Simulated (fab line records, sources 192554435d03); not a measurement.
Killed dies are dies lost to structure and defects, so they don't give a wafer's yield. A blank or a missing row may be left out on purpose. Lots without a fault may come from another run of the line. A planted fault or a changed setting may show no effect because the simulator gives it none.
fab line records | flow n5_finfet
record lots=24 wafers=72 last_day=17
route steps=1938 shown BEOL_M6@1250 BEOL_M7@1284
lots that met no fault: from a run of the same line without faults
start_h: hours from the record's first day to the start of the lot's first wafer shown | wait_h: hours since the lot's step before | " the same as in the row above | L1.1+2: a row that stands for several wafers | - no value, or no start given | * or withheld: withheld | < > ~ a bound
route shown NAME@n: a module of which the file shows steps, and the number in the route of the first | usual: mean/standard deviation of fault-free wafers | same: alike in all rows | chamber/n: place in a boat | sites: the reading at each site | _std_site: their standard deviation | _edge_site: outer sites' mean less inner sites' | radius_mm: how far each site lies from the wafer's centre | mask NAME#n: copy n | behind: the tool/chamber that last shaped the wafer | hold: why the lot was held/for how many hours/how that ended | device: the transistor (n, p or np) that didn't switch | end of line: the same wafers' tests at the end of the route | a step without rows: its recipe alone | killed: dies lost to structure and defects at the first sort, not the wafer's yield | map: a wafer's dies, x killed, . not, _ none there
set.NAME: the setting as run; set.NAME@STEP: as run at that earlier step | model.NAME: the simulator's own value behind a step, which no gauge read
steps of the route over a sample of lots; a table a step, a row a wafer
services: from which hour (start_h, from the record's first day; less than 0 if before it) a tool's chamber was out of use, for how many hours, and why
## steps
# step N5_BEOL_M6_PRE_CLEAN_45
# recipe gas=H2/He time_s=30 temp_c=250
# usual heater_power_w=329/25
# same time_s=30
# columns lot.wafer tool chamber start_h wait_h heater_power_w
L075.1 pvd_sputter-01 - 191.38 0.0 327
L075.2 " - " " 341
L075.5 " - " " 344
L074.2 pvd_sputter-01 - 191.86 0.0 318
L074.4 " - " " 340
L074.5 " - " " 321
L076.3 pvd_sputter-02 - 193.78 0.0 317
L076.5 " - " " 308
L076.6 " - " " 309
L077.2 pvd_sputter-03 - 213.04 0.0 298
L077.3 " - " " 306
L077.4 " - " " 321
L079.2 pvd_sputter-02 - 214.38 0.0 371
L079.3 " - " " 308
L079.6 " - " " 295
L078.2 pvd_sputter-02 - 216.96 0.0 352
L078.3 " - " " 374
L078.4 " - " " 303
L080.3 pvd_sputter-01 - 226.08 0.0 322
L080.4 " - " " 351
L080.6 " - " " 351
L082.1 pvd_sputter-02 - 235.24 0.0 376
L082.2 " - " " 344
L082.3 " - " " 293
L081.3 pvd_sputter-02 - 235.32 0.0 318
L081.4 " - " " 342
L081.6 " - " " 351
L084.2 pvd_sputter-02 - 240.43 0.0 349
L084.3 " - " " 313
L084.4 " - " " 374
L083.2 pvd_sputter-03 - 240.66 0.0 311
L083.5 " - " " 309
L083.6 " - " " 308
L085.1 pvd_sputter-03 - 255.56 0.0 322
L085.4 " - " " 293
L085.5 " - " " 308
L086.1 pvd_sputter-01 - 264.67 0.0 323
L086.2 " - " " 348
L086.6 " - " " 336
L088.2 pvd_sputter-02 - 274.95 0.0 349
L088.5 " - " " 327
L088.6 " - " " 306
L087.1 pvd_sputter-02 - 275.13 0.0 348
L087.2 " - " " 300
L087.4 " - " " 313
L089.1 pvd_sputter-01 - 282.44 0.0 354
L089.4 " - " " 344
L089.6 " - " " 339
L090.1 pvd_sputter-01 - 298.19 0.0 356
L090.3 " - " " 339
L090.5 " - " " 316
L091.2 pvd_sputter-02 - 300.38 0.0 346
L091.4 " - " " 372
L091.6 " - " " 304
L092.2 pvd_sputter-02 - 302.84 0.0 348
L092.4 " - " " 295
L092.6 " - " " 379
L093.2 pvd_sputter-02 - 311.17 0.0 347
L093.3 " - " " 312
L093.5 " - " " 302
L094.1 pvd_sputter-01 - 311.49 0.0 317
L094.5 " - " " 314
L094.6 " - " " 344
L095.1 pvd_sputter-03 - 323.67 0.0 274
L095.2 " - " " 321
L095.5 " - " " 311
L097.3 pvd_sputter-02 - 328.86 0.0 308
L097.5 " - " " 312
L097.6 " - " " 304
L096.2 pvd_sputter-02 - 331.80 0.0 340
L096.4 " - " " 318
L096.6 " - " " 310
# step N5_BEOL_M7_HM_OPEN_17
# recipe chemistry=Cl2/BCl3 target_depth_a=200 overetch_a=60 target=TiN mask_material=SOC ion_energy_ev=150 pressure_mtorr=10 icp_w=1000 bias_w=126 Cl2_flow_sccm=53.25 bcl3_flow_sccm=21.75 Ar_flow_sccm=25
# usual drypump_motor_current_A=5.8/0.42 oes_product_au=0.63/0.057 throttle_valve_pct=22.36/0.18
# columns lot.wafer tool chamber start_h wait_h drypump_motor_current_A oes_product_au rf_hours_counter_h throttle_valve_pct
L075.1 rie_metal-03 0 195.91 0.0 5.8 0.75 11 22.32
L075.2 " 1 " " 6.1 0.54 105 22.22
L075.5 " 0 " " 5.8 0.75 - 22.32
L074.2 rie_metal-03 0 196.79 0.0 5.8 0.73 11 22.35
L074.4 " 0 " " 5.8 0.74 - 22.35
L074.5 " 0 " " 5.8 0.74 - 22.35
L076.3 rie_metal-03 0 200.58 0.1 5.8 0.74 - 22.35
L076.5 " 0 " " 5.8 0.74 - 22.32
L076.6 " 1 " " 6.1 0.55 - 22.21
L077.2 rie_metal-02 1 217.60 0.0 6.3 0.67 31 22.46
L077.3 " 0 " " 5.9 0.60 - 22.59
L077.4 " 1 " " 6.3 0.67 - 22.44
L079.2 rie_metal-02 0 222.13 0.0 5.9 0.59 78 22.59
L079.3 " 1 " " 6.3 0.66 - 22.48
L079.6 " 1 " " 6.3 0.67 - 22.46
L078.2 rie_metal-02 0 222.38 0.0 5.9 0.60 78 22.60
L078.3 " 1 " " 6.3 0.66 - 22.45
L078.4 " 0 " " 5.9 0.59 - 22.61
L080.3 rie_metal-01 1 232.63 0.1 4.9 0.66 - 22.00
L080.4 " 0 " " 5.6 0.63 - 22.30
L080.6 " 1 " " 4.8 0.67 - 22.01
L082.1 rie_metal-02 1 240.05 0.0 6.3 0.65 33 22.46
L082.2 " 0 " " 5.9 0.60 80 22.58
L082.3 " 1 " " 6.3 0.67 - 22.45
L081.3 rie_metal-02 1 240.53 0.1 6.3 0.67 - 22.47
L081.4 " 0 " " 5.9 0.61 - 22.58
L081.6 " 1 " " 6.3 0.67 - 22.45
L084.2 rie_metal-02 0 244.17 0.0 5.9 0.59 81 22.57
L084.3 " 1 " " 6.3 0.66 - 22.47
L084.4 " 0 " " 5.9 0.59 - 22.60
L083.2 rie_metal-03 1 244.68 0.0 6.1 0.54 109 22.21
L083.5 " 1 " " 6.1 0.53 - 22.24
L083.6 " 0 " " 5.8 0.74 - 22.33
L085.1 rie_metal-01 1 260.38 0.0 4.9 0.67 40 21.99
L085.4 " 0 " " 5.6 0.64 - 22.27
L085.5 " 0 " " 5.6 0.63 - 22.28
L086.1 rie_metal-02 0 270.89 0.0 5.9 0.60 82 22.57
L086.2 " 1 " " 6.3 0.66 35 22.47
L086.6 " 0 " " 6.0 0.59 - 22.59
L088.2 rie_metal-01 1 279.59 0.0 4.9 0.65 41 22.01
L088.5 " 1 " " 4.9 0.67 - 22.00
L088.6 " 0 " " 5.6 0.62 - 22.32
L087.1 rie_metal-01 1 279.77 0.0 4.9 0.67 41 22.00
L087.2 " 0 " " 5.6 0.62 57 22.30
L087.4 " 0 " " 5.6 0.63 - 22.30
L089.1 rie_metal-03 0 287.84 0.0 5.8 0.71 19 22.34
L089.4 " 0 " " 5.8 0.71 - 22.37
L089.6 " 1 " " 6.1 0.53 - 22.23
L090.1 rie_metal-03 1 301.28 0.0 6.1 0.53 114 22.24
L090.3 " 0 " " 5.8 0.73 - 22.34
L090.5 " 1 " " 6.1 0.54 - 22.22
L091.2 rie_metal-01 1 304.47 0.0 4.9 0.65 44 21.99
L091.4 " 1 " " 4.9 0.66 - 21.99
L091.6 " 1 " " 4.9 0.66 - 21.98
L092.2 rie_metal-01 1 308.02 0.0 4.9 0.66 44 21.98
L092.4 " 1 " " 4.8 0.65 - 22.01
L092.6 " 1 " " 4.9 0.65 - 22.01
L093.2 rie_metal-03 0 315.57 0.1 5.7 0.70 - 22.36
L093.3 " 0 " " 5.7 0.71 - 22.35
L093.5 " 0 " " 5.7 0.70 - 22.35
L094.1 rie_metal-02 1 317.98 0.0 6.3 0.64 41 22.48
L094.5 " 1 " " 6.3 0.65 - 22.47
L094.6 " 0 " " 6.0 0.58 - 22.59
L095.1 rie_metal-02 1 329.13 0.0 6.3 0.64 43 22.48
L095.2 " 0 " " 5.9 0.58 90 22.60
L095.5 " 1 " " 6.3 0.65 - 22.49
L097.3 rie_metal-02 0 334.76 0.1 6.0 0.57 - 22.62
L097.5 " 1 " " 6.3 0.64 - 22.48
L097.6 " 0 " " 5.9 0.58 - 22.60
L096.2 rie_metal-02 0 335.50 0.0 5.9 0.58 90 22.59
L096.4 " 0 " " 6.0 0.58 - 22.60
L096.6 " 1 " " 6.3 0.64 - 22.47
# step N5_BEOL_M7_ETCH_65
# recipe chemistry=CF4 target=SiARC target_depth_a=156 mask_material=CAR-EUV time_s=26 ion_energy_ev=80 pressure_mtorr=40 source_w=545 bias_w=36 Ar_flow_sccm=100 cf4_flow_sccm=100 ends=cleared
# usual cf4_flow_sccm=100.03/0.29 drypump_motor_current_A=5.9/0.46 etch_rf_on_time_s=26.5/1 oes_product_au=0.69/0.073 rf_vpp_V=184.1/1.1 showerhead_plenum_p_Torr=2.15/0.057 throttle_valve_pct=15.59/0.3
# columns lot.wafer tool chamber start_h wait_h cf4_flow_sccm drypump_motor_current_A etch_rf_on_time_s oes_product_au rf_hours_counter_h rf_vpp_V showerhead_plenum_p_Torr throttle_valve_pct
L075.1 rie_diel-02 2 196.73 0.0 99.97 6.1 26.3 0.84 1 184.7 2.11 15.50
L075.2 " 0 " " 99.88 6.3 26.6 0.58 218 184.4 2.22 15.58
L075.5 " 1 " " 100.17 6.6 27.3 0.67 - 185.5 2.16 15.41
L074.2 rie_diel-06 3 197.63 0.0 100.20 5.4 26.4 0.73 41 185.0 2.26 15.30
L074.4 " 0 " " 99.60 6.0 25.1 0.71 85 184.7 2.17 15.81
L074.5 " 2 " " 100.12 5.3 27.9 0.63 - 183.4 2.15 16.01
L076.3 rie_diel-06 1 201.94 0.0 99.98 5.5 25.2 0.80 16 184.6 2.10 15.37
L076.5 " 0 " " 99.95 6.1 25.4 0.71 - 184.4 2.17 15.80
L076.6 " 1 " " 100.18 5.5 25.2 0.80 - 182.5 2.10 15.36
L077.2 rie_diel-02 2 221.07 0.0 100.13 6.2 26.0 0.82 7 183.4 2.11 15.51
L077.3 " 3 " " 99.95 5.3 26.0 0.71 64 182.6 2.09 15.43
L077.4 " 0 " " 100.03 6.2 26.7 0.57 225 182.9 2.22 15.61
L079.2 rie_diel-02 1 223.02 0.0 99.25 6.6 27.3 0.66 106 184.5 2.16 15.43
L079.3 " 2 " " 100.10 6.1 26.1 0.81 8 182.0 2.11 15.52
L079.6 " 3 " " 99.79 5.3 25.9 0.70 - 181.2 2.09 15.44
L078.2 rie_diel-03 2 223.14 0.0 99.76 6.6 26.8 0.76 25 185.3 2.18 15.38
L078.3 " 0 " " 99.68 6.2 26.4 0.80 16 183.3 2.08 14.99
L078.4 " 1 " " 100.07 5.7 25.8 0.63 189 183.4 2.06 16.03
L080.3 rie_diel-06 0 234.14 0.0 100.51 6.0 24.9 0.70 95 183.8 2.17 15.83
L080.4 " 2 " " 99.61 5.4 27.9 0.62 177 182.0 2.14 16.03
L080.6 " 1 " " 99.72 5.5 24.6 0.78 - 183.3 2.10 15.37
L082.1 rie_diel-03 3 241.15 0.0 100.45 5.7 28.0 0.56 235 184.4 2.20 15.90
L082.2 " 2 " " 100.12 6.6 27.0 0.76 29 184.6 2.18 15.38
L082.3 " 1 " " 99.72 5.7 25.9 0.62 194 183.1 2.06 16.02
L081.3 rie_diel-06 2 241.60 0.0 100.53 5.4 28.3 0.61 180 182.9 2.14 16.05
L081.4 " 1 " " 99.83 5.5 24.9 0.78 27 184.3 2.10 15.39
L081.6 " 3 " " 100.05 5.4 26.8 0.72 - 184.8 2.25 15.32
L084.2 rie_diel-03 2 247.26 0.0 100.25 6.6 27.1 0.75 32 184.9 2.18 15.39
L084.3 " 1 " " 100.71 5.6 25.9 0.62 196 182.8 2.06 16.04
L084.4 " 0 " " 100.29 6.2 26.6 0.78 22 184.0 2.08 15.00
L083.2 rie_diel-06 3 247.44 0.0 100.01 5.4 26.5 0.72 55 185.8 2.25 15.32
L083.5 " 2 " " 99.52 5.3 27.7 0.62 - 184.1 2.14 16.04
L083.6 " 1 " " 99.84 5.5 24.3 0.79 - 181.8 2.10 15.38
L085.1 rie_diel-02 3 263.03 0.0 99.88 5.2 25.8 0.70 79 184.0 2.09 15.47
L085.4 " 2 " " 99.59 6.1 26.3 0.78 21 183.3 2.11 15.54
L085.5 " 1 " " 100.46 6.6 27.5 0.65 - 183.1 2.15 15.45
L086.1 rie_diel-06 3 273.46 0.0 99.99 5.4 26.7 0.71 64 185.7 2.25 15.37
L086.2 " 2 " " 99.69 5.4 28.3 0.60 191 183.0 2.14 16.06
L086.6 " 3 " " 100.11 5.4 26.5 0.71 - 185.9 2.25 15.34
L087.1 rie_diel-02 0 281.45 0.0 99.94 6.3 27.0 0.56 242 185.0 2.21 15.63
L087.2 " 2 " " 100.51 6.1 26.1 0.77 26 183.7 2.10 15.55
L087.4 " 1 " " 100.02 6.6 27.3 0.65 121 183.9 2.15 15.46
L088.2 rie_diel-03 1 282.07 0.0 100.21 5.7 26.0 0.62 207 182.1 2.05 16.05
L088.5 " 0 " " 100.04 6.2 26.3 0.77 - 184.4 2.07 15.00
L088.6 " 3 " " 99.62 5.7 27.9 0.56 - 186.5 2.20 15.92
L089.1 rie_diel-03 3 288.76 0.0 100.20 5.7 27.9 0.55 247 186.9 2.20 15.93
L089.4 " 2 " " 100.20 6.6 27.1 0.73 - 184.9 2.17 15.41
L089.6 " 3 " " 100.52 5.7 27.9 0.55 - 184.0 2.20 15.94
L090.1 rie_diel-06 3 302.00 0.0 100.28 5.4 26.5 0.71 73 185.9 2.25 15.37
L090.3 " 1 " " 100.06 5.5 24.9 0.76 43 184.3 2.10 15.42
L090.5 " 0 " " 99.76 6.0 25.1 0.68 - 184.8 2.16 15.85
L091.2 rie_diel-06 1 305.90 0.0 99.84 5.5 25.0 0.76 44 182.5 2.10 15.42
L091.4 " 2 " " 99.96 5.4 28.7 0.60 200 183.6 2.14 16.08
L091.6 " 0 " " 99.73 6.1 25.1 0.68 - 183.5 2.16 15.86
L092.2 rie_diel-03 0 310.26 0.0 99.98 6.2 26.1 0.76 41 185.0 2.07 15.04
L092.4 " 2 " " 100.11 6.6 27.1 0.72 - 186.7 2.17 15.43
L092.6 " 0 " " 99.55 6.2 26.2 0.76 - 183.0 2.07 15.04
L093.2 rie_diel-02 1 321.37 0.0 100.57 6.7 27.2 0.65 135 183.0 2.15 15.47
L093.3 " 3 " " 99.96 5.3 26.4 0.67 97 183.3 2.08 15.51
L093.5 " 1 " " 100.29 6.6 27.1 0.64 - 183.9 2.15 15.49
L094.1 rie_diel-06 1 321.64 0.0 99.56 5.5 25.1 0.75 47 184.4 2.09 15.41
L094.5 " 0 " " 100.35 6.0 25.3 0.68 - 183.9 2.16 15.87
L094.6 " 3 " " 99.68 5.4 26.9 0.70 - 184.6 2.24 15.38
L095.1 rie_diel-02 1 331.11 0.0 99.96 6.7 27.2 0.64 137 183.7 2.15 15.49
L095.2 " 0 " " 100.27 6.3 26.6 0.81 1 184.3 2.21 15.14
L095.5 " 3 " " 99.96 5.3 26.3 0.67 - 183.1 2.08 15.50
L096.2 rie_diel-02 0 336.94 0.0 100.01 6.2 26.4 0.80 3 183.8 2.21 15.16
L096.4 " 1 " " 99.97 6.6 27.1 0.65 139 183.5 2.15 15.49
L096.6 " 2 " " 100.30 6.1 26.8 0.73 - 183.4 2.10 15.59
L097.3 rie_diel-06 3 337.19 0.0 100.04 5.4 27.2 0.68 84 186.7 2.24 15.39
L097.5 " 3 " " 100.33 5.4 27.3 0.68 - 185.1 2.24 15.38
L097.6 " 0 " " 99.52 6.0 25.7 0.67 - 184.3 2.16 15.88
# step N5_BEOL_M7_CD_MEAS_35
# recipe target_cd_nm=40 polarity=opening
# usual cd_nm=40.1/0.78
# columns lot.wafer tool chamber start_h wait_h cd_nm
L075.1 cd_sem-02 - 197.27 0.0 40.6
L075.2 " - " " 41.2
L075.5 " - " " 39.6
L074.2 cd_sem-02 - 198.17 0.0 41.4
L074.4 " - " " 40.7
L074.5 " - " " 40.2
L076.3 cd_sem-02 - 202.57 0.0 39.9
L076.5 " - " " 39.7
L076.6 " - " " 40.6
L077.2 cd_sem-02 - 221.60 0.0 40.9
L077.3 " - " " 40.7
L077.4 " - " " 40.3
L079.2 cd_sem-01 - 223.55 0.0 40.8
L079.3 " - " " 41.8
L079.6 " - " " 41.1
L078.2 cd_sem-01 - 223.67 0.0 39.6
L078.3 " - " " 39.1
L078.4 " - " " 41.5
L080.3 cd_sem-02 - 234.79 0.0 39.1
L080.4 " - " " 40.5
L080.6 " - " " 39.0
L082.1 cd_sem-03 - 241.68 0.0 39.9
L082.2 " - " " 40.9
L082.3 " - " " 39.2
L081.3 cd_sem-01 - 242.15 0.0 40.2
L081.4 " - " " 40.0
L081.6 " - " " 39.2
L084.2 cd_sem-03 - 247.79 0.0 39.5
L084.3 " - " " 39.8
L084.4 " - " " 40.6
L083.2 cd_sem-03 - 247.97 0.0 39.7
L083.5 " - " " 39.5
L083.6 " - " " 38.7
L085.1 cd_sem-02 - 263.67 0.0 39.9
L085.4 " - " " 40.6
L085.5 " - " " 39.1
L086.1 cd_sem-03 - 274.08 0.0 40.5
L086.2 " - " " 39.7
L086.6 " - " " 40.0
L087.1 cd_sem-03 - 281.99 0.0 40.0
L087.2 " - " " 41.4
L087.4 " - " " 39.6
L088.2 cd_sem-01 - 282.60 0.0 41.4
L088.5 " - " " 39.9
L088.6 " - " " 39.7
L089.1 cd_sem-01 - 289.29 0.0 38.8
L089.4 " - " " 40.5
L089.6 " - " " 38.8
L090.1 cd_sem-01 - 302.53 0.0 40.3
L090.3 " - " " 39.0
L090.5 " - " " 40.7
L091.2 cd_sem-02 - 306.44 0.0 40.7
L091.4 " - " " 40.6
L091.6 " - " " 41.1
L092.2 cd_sem-01 - 310.79 0.0 39.0
L092.4 " - " " 40.3
L092.6 " - " " 39.0
L093.2 cd_sem-02 - 322.02 0.0 39.8
L093.3 " - " " 40.1
L093.5 " - " " 39.2
L094.1 cd_sem-01 - 322.18 0.0 39.4
L094.5 " - " " 40.5
L094.6 " - " " 39.0
L095.1 cd_sem-03 - 331.76 0.0 40.2
L095.2 " - " " 39.2
L095.5 " - " " 38.8
L096.2 cd_sem-01 - 337.48 0.0 41.0
L096.4 " - " " 40.1
L096.6 " - " " 41.6
L097.3 cd_sem-01 - 337.72 0.0 42.0
L097.5 " - " " 41.5
L097.6 " - " " 41.2
# step N5_BEOL_M7_PRE_CLEAN_45
# recipe gas=H2/He time_s=30 temp_c=250
# usual heater_power_w=320/23
# same time_s=30
# columns lot.wafer tool chamber start_h wait_h heater_power_w
L075.1 pvd_sputter-02 - 198.12 0.0 347
L075.2 " - " " 306
L075.5 " - " " 372
L074.2 pvd_sputter-03 - 199.40 0.0 312
L074.4 " - " " 308
L074.5 " - " " 331
L076.3 pvd_sputter-03 - 202.97 0.0 287
L076.5 " - " " 280
L076.6 " - " " 330
L077.2 pvd_sputter-03 - 222.33 0.0 298
L077.3 " - " " 324
L077.4 " - " " 283
L079.2 pvd_sputter-01 - 225.26 0.0 315
L079.3 " - " " 321
L079.6 " - " " 339
L078.2 pvd_sputter-01 - 225.34 0.0 346
L078.3 " - " " 328
L078.4 " - " " 363
L080.3 pvd_sputter-03 - 235.40 0.0 309
L080.4 " - " " 286
L080.6 " - " " 293
L082.1 pvd_sputter-03 - 242.12 0.0 313
L082.2 " - " " 312
L082.3 " - " " 291
L081.3 pvd_sputter-02 - 243.31 0.0 344
L081.4 " - " " 315
L081.6 " - " " 347
L084.2 pvd_sputter-02 - 248.53 0.0 346
L084.3 " - " " 308
L084.4 " - " " 373
L083.2 pvd_sputter-03 - 248.54 0.0 314
L083.5 " - " " 311
L083.6 " - " " 290
L085.1 pvd_sputter-03 - 264.62 0.0 308
L085.4 " - " " 314
L085.5 " - " " 310
L086.1 pvd_sputter-03 - 274.89 0.0 315
L086.2 " - " " 293
L086.6 " - " " 311
L087.1 pvd_sputter-01 - 282.92 0.0 323
L087.2 " - " " 356
L087.4 " - " " 322
L088.2 pvd_sputter-01 - 283.60 0.0 325
L088.5 " - " " 340
L088.6 " - " " 313
L089.1 pvd_sputter-02 - 291.32 0.0 377
L089.4 " - " " 342
L089.6 " - " " 310
L090.1 pvd_sputter-01 - 303.80 0.0 329
L090.3 " - " " 356
L090.5 " - " " 339
L091.2 pvd_sputter-03 - 307.13 0.0 312
L091.4 " - " " 329
L091.6 " - " " 324
L092.2 pvd_sputter-03 - 311.69 0.0 314
L092.4 " - " " 291
L092.6 " - " " 286
L093.2 pvd_sputter-03 - 322.67 0.0 328
L093.3 " - " " 289
L093.5 " - " " 327
L094.1 pvd_sputter-02 - 322.70 0.0 311
L094.5 " - " " 369
L094.6 " - " " 316
L095.1 pvd_sputter-02 - 332.16 0.0 366
L095.2 " - " " 309
L095.5 " - " " 314
L097.3 pvd_sputter-03 - 338.13 0.0 320
L097.5 " - " " 286
L097.6 " - " " 326
L096.2 pvd_sputter-03 - 338.21 0.0 313
L096.4 " - " " 285
L096.6 " - " " 287
# step N5_BEOL_M7_SPUTTER_48
# recipe material=Cu target_thk_a=100 temp_c=-20 bias_v=60 power_w=26000 chamber_pressure_pa=0.13 time_s=1.667
# usual chamber_pressure_pa=0.13003/0.00028 chuck_sensor_temp_C=-15.7/0.41 throttle_valve_pct=29.9/0.97
# same time_s=1.667
# columns lot.wafer tool chamber start_h wait_h chamber_pressure_pa chuck_sensor_temp_C throttle_valve_pct
L075.1 pvd_sputter-03 - 199.44 0.1 0.12988 -15.1 30.4
L075.2 " - " " 0.13039 -15.8 30.1
L075.5 " - " " 0.12958 -15.8 28.7
L074.2 pvd_sputter-03 - 200.14 0.3 0.12939 -15.1 30.1
L074.4 " - " " 0.13022 -15.9 28.7
L074.5 " - " " 0.1297 -15.1 30.0
L076.3 pvd_sputter-03 - 203.62 0.1 0.12998 -15.9 28.4
L076.5 " - " " 0.12953 -15.4 29.5
L076.6 " - " " 0.12986 -15.0 30.2
L077.2 pvd_sputter-01 - 224.90 1.8 0.13033 -16.0 29.3
L077.3 " - " " 0.12972 -15.7 29.5
L077.4 " - " " 0.13081 -15.7 31.6
L078.2 pvd_sputter-01 - 226.44 0.3 0.1296 -15.5 31.7
L078.3 " - " " 0.13041 -16.0 29.2
L078.4 " - " " 0.13008 -15.9 30.9
L079.2 pvd_sputter-01 - 226.52 0.4 0.12974 -16.3 29.1
L079.3 " - " " 0.13017 -15.5 31.6
L079.6 " - " " 0.12979 -16.0 29.1
L080.3 pvd_sputter-02 - 235.91 0.1 0.12997 -14.7 31.3
L080.4 " - " " 0.13006 -15.9 29.6
L080.6 " - " " 0.13016 -16.0 29.7
L082.1 pvd_sputter-02 - 243.11 0.1 0.12965 -16.0 29.3
L082.2 " - " " 0.1298 -15.2 27.8
L082.3 " - " " 0.1298 -14.6 31.0
L081.3 pvd_sputter-03 - 244.00 0.1 0.13007 -15.6 29.9
L081.4 " - " " 0.12981 -15.7 29.6
L081.6 " - " " 0.13016 -15.8 29.9
L084.2 pvd_sputter-02 - 249.13 0.1 0.13001 -15.0 31.2
L084.3 " - " " 0.1302 -16.4 29.8
L084.4 " - " " 0.12982 -15.3 27.6
L083.2 pvd_sputter-03 - 249.24 0.1 0.12985 -16.0 29.1
L083.5 " - " " 0.13016 -15.9 29.9
L083.6 " - " " 0.12985 -15.0 30.2
L085.1 pvd_sputter-03 - 265.34 0.1 0.13049 -15.7 30.1
L085.4 " - " " 0.13027 -15.8 28.8
L085.5 " - " " 0.13025 -15.9 28.6
L086.1 pvd_sputter-01 - 275.55 0.2 0.13049 -16.1 29.3
L086.2 " - " " 0.12997 -15.5 31.7
L086.6 " - " " 0.12988 -15.5 31.5
L087.1 pvd_sputter-01 - 283.64 0.1 0.13003 -15.4 31.7
L087.2 " - " " 0.13017 -15.8 29.8
L087.4 " - " " 0.1303 -16.2 29.4
L088.2 pvd_sputter-01 - 284.23 0.1 0.12999 -16.1 29.2
L088.5 " - " " 0.13012 -15.9 30.9
L088.6 " - " " 0.1298 -15.5 31.5
L089.1 pvd_sputter-02 - 291.98 0.1 0.12966 -16.4 29.5
L089.4 " - " " 0.13024 -14.8 31.1
L089.6 " - " " 0.12973 -16.5 29.6
L090.1 pvd_sputter-03 - 306.19 0.2 0.13024 -14.9 30.2
L090.3 " - " " 0.13014 -15.5 29.9
L090.5 " - " " 0.1302 -15.8 28.6
L091.2 pvd_sputter-03 - 307.71 0.1 0.1301 -15.8 29.9
L091.4 " - " " 0.13055 -16.0 28.7
L091.6 " - " " 0.13016 -14.8 30.1
L092.2 pvd_sputter-03 - 312.29 0.1 0.12969 -16.0 28.7
L092.4 " - " " 0.13045 -15.6 29.7
L092.6 " - " " 0.13037 -15.7 29.8
L093.2 pvd_sputter-01 - 323.42 0.2 0.13032 -16.2 29.2
L093.3 " - " " 0.13035 -15.4 31.6
L093.5 " - " " 0.12992 -15.7 30.0
L094.1 pvd_sputter-01 - 323.50 0.2 0.13011 -16.3 29.4
L094.5 " - " " 0.12991 -15.6 29.8
L094.6 " - " " 0.13032 -15.6 31.6
L095.1 pvd_sputter-03 - 333.73 0.8 0.12998 -15.8 30.3
L095.2 " - " " 0.12975 -15.9 28.8
L095.5 " - " " 0.1297 -15.6 29.7
L097.3 pvd_sputter-01 - 339.01 0.2 0.13 -15.5 30.0
L097.5 " - " " 0.1297 -15.3 31.7
L097.6 " - " " 0.12999 -16.0 29.2
L096.2 pvd_sputter-01 - 339.41 0.3 0.13011 -15.6 31.6
L096.4 " - " " 0.12961 -16.1 29.0
L096.6 " - " " 0.13054 -15.6 29.9
## services
# columns tool chamber start_h hours kind
rie_metal-01 - 168.05 2.8 pm
rie_diel-02 2 172.46 - clean
rie_diel-02 2 172.46 - consumable_replace:focus_ring
rie_diel-02 2 172.46 20.7 scheduled_down
rie_diel-02 2 172.46 20.7 vent_cycle
rie_metal-03 - 218.58 4.9 repair
rie_diel-06 1 268.83 5.7 repair
rie_diel-03 0 288.35 3.7 repair
rie_diel-03 3 298.09 - clean
rie_diel-03 3 298.09 - consumable_replace:focus_ring
rie_diel-03 3 298.09 12.6 scheduled_down
rie_diel-03 3 298.09 12.6 vent_cycle
rie_diel-02 0 307.50 - clean
rie_diel-02 0 307.50 - consumable_replace:focus_ring
rie_metal-03 1 307.77 - clean
rie_metal-03 1 307.77 16.0 scheduled_down
rie_metal-03 1 307.77 16.0 vent_cycle
rie_metal-01 - 314.85 14.6 pm
rie_metal-03 - 318.78 0.3 repair
## key
fault none
